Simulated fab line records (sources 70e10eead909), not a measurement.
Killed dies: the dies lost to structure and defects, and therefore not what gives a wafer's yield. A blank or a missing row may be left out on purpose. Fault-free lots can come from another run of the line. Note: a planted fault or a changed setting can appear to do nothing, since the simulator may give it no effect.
A lot that was struck, set against a sound lot    flow nand-harc    14 out of 1302 route steps
Sound: these wafers, L364.3, L364.4, L364.5. Struck: wafers L361.1, L361.5 (left out: L361.2, a lot-mate that was not struck); the cause follows at the end.
Each step with rows lists, per side, the tool, then ch with its chambers, then its first start. Under that, the readings that differ: sound wafers    struck wafers    difference of the means    sigmas: that difference in standard deviations of wafers without a fault.
alike: a reading whose means differ by less than 2 such deviations, as well as words and numbers matching on both sides. not compared: withheld readings; readings where some wafer has no value; bounds like >300 that might hide an equal value; numbers whose values overlap and for which the record gives no deviation.
The two part at a step that has a row with sigmas, a row that says differs or no value, or rows on one side only. When numbers do not overlap yet have no deviation, they are printed without sigmas and do not part them. A reading that every wafer of one side lacks parts them only if that side has two wafers or more.

NHARC_A_DECK1_JOINT_ETCHBACK_00: etches the open film in HBr, target depth 30 nm, time 17.4 s.
  sound on rie-si-05 ch 0,3, day 18 12:04; struck on rie-si-05 ch 2, day 17 08:38
  alike: drypump-motor-current-A, hbr-flow-sccm, oes-product-au, throttle-valve-pct
  not compared: rf-hours-counter-h
then, 8 steps without rows for these wafers: NHARC_A_DECK1_JOINT_PRECLEAN_30 (cleans in SC1); NHARC_A_DECK1_JOINT_SRD_31; NHARC_A_DECK1_JOINT_CVD_34 (deposits SiNx, target thk 20 nm); NHARC_A_DECK1_JOINT_DEP_06 (deposits SiOx, target thk 80 nm); NHARC_A_DECK1_JOINT_CURE_26 (time 32 s); NHARC_A_DECK1_JOINT_ANNEAL_27 (time 3600 s); NHARC_A_DECK1_JOINT_ANNEAL_28 (time 1800 s); NHARC_A_DECK1_JOINT_ANNEAL_29 (time 1800 s).
NHARC_A_DECK1_JOINT_CMP_02: polishes SiOx.
  sound on cmp-02 ch 1,3, day 19 11:35; struck on cmp-02 ch 1,2, day 18 07:32
  alike: motor-current-A, slurry-filter-dp-kPa
following that, these wafers have no rows for 1 step: NHARC_A_DECK1_JOINT_SRD_15.
NHARC_A_DECK1_JOINT_DEP_16: deposits SiO2, target thk 45 nm.
  sound on pecvd-03 ch 0,2, day 19 11:59; struck on pecvd-04 ch 0, day 18 07:55
reading                    sound              struck       difference  sigmas
mfc-precursor-sccm (sccm)  161.8 161.7 161.3  264.0 263.2  +102.0      +99 or more
  alike: flow-sccm, heater-power-w, throttle-valve-pct
NHARC_A_DECK1_JOINT_THK_MEAS_17: measures by ellipsometry.
  sound on film-metro-01, day 19 12:14; struck on film-metro-01, day 18 08:12
reading      sound           struck     difference  sigmas
thk-nm (nm)  43.4 46.7 44.0  74.6 73.4  +29.3       +24
NHARC_A_DECK1_JOINT_INSPECT_05:
  sound on defect-inspect-01, day 19 12:16; struck on defect-inspect-02, day 18 08:14
  alike: raw-defect-count

## WHERE THEY PART
At NHARC_A_DECK1_JOINT_DEP_16 first; at NHARC_A_DECK1_JOINT_THK_MEAS_17 last (within this record only). Later steps at which nothing parts them and some readings are alike: NHARC_A_DECK1_JOINT_INSPECT_05.

WHY: what the simulator had put in
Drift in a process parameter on pecvd-04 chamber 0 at NHARC_A_DECK1_JOINT_DEP_16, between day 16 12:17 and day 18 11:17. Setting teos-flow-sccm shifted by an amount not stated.
